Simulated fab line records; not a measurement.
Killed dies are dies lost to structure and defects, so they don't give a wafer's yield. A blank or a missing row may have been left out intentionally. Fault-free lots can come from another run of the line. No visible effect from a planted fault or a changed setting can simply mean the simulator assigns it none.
Chamber matching | flow n5-finfet | 4 sister chambers for N5_GATE_CUT_CMP_61 on cmp-04
The step polishes, stops on SiNx, t overpolish 3 s. 7 wafers are shown with their chamber, then 8 later ones without.

WAFERS PAIRED WITH THEIR CHAMBERS
wafer  | chamber | motor-current-A (A) | head-pressure-psi (psi)
L081.5 | 1       | 12.8                | 3.982
L085.2 | 0       | 14.6                | 3.989
L085.6 | 2       | 13.8                | 3.994
L090.1 | 3       | 11.3                | 3.991
L090.4 | 2       | 13.7                | 4.002
L090.5 | 3       | 12.0                | 4.013
L091.3 | 0       | 12.9                | 3.996

WAFERS WHOSE CHAMBER IS MISSING
wafer  | motor-current-A (A) | head-pressure-psi (psi)
L091.5 | 13.0                | 4.002
L091.6 | 11.0                | 4.003
L093.1 | 13.8                | 3.997
L093.2 | 13.1                | 3.995
L093.4 | 11.7                | 4.007
L096.2 | 13.8                | 3.997
L096.3 | 12.8                | 4.006
L096.4 | 11.3                | 3.993

WHICH CHAMBER EACH ONE RAN IN
wafer  | from the rows above               | in truth
L091.5 | can't be placed: 2 or 0 or 3 or 1 | 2
L091.6 | 3                                 | 3
L093.1 | can't be placed: 2 or 0 or 1      | 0
L093.2 | can't be placed: 0 or 2 or 1 or 3 | 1
L093.4 | 3                                 | 3
L096.2 | can't be placed: 2 or 0 or 1      | 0
L096.3 | can't be placed: 2 or 3 or 0 or 1 | 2
L096.4 | can't be placed: 3 or 1           | 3
Placed correctly: 2 of 8. Not placeable from these rows: 6 (in 6, the candidates include the true chamber). Number placed wrongly: 0.
How it was worked out, from the rows above alone: a wafer's distance from a chamber is the root of the sum, over the readings, of the square of ((its reading less the chamber's mean) divided by the reading's scatter). If the next closest chamber is less than 2 further off than the closest, the wafer can't be placed; otherwise it belongs to the closest. For every chamber, the mean is computed from those of its wafers that are shown. The scatter: take each reading less its chamber's mean, square it, sum over the shown wafers, divide by the number of wafers less the number of chambers, and take the root.
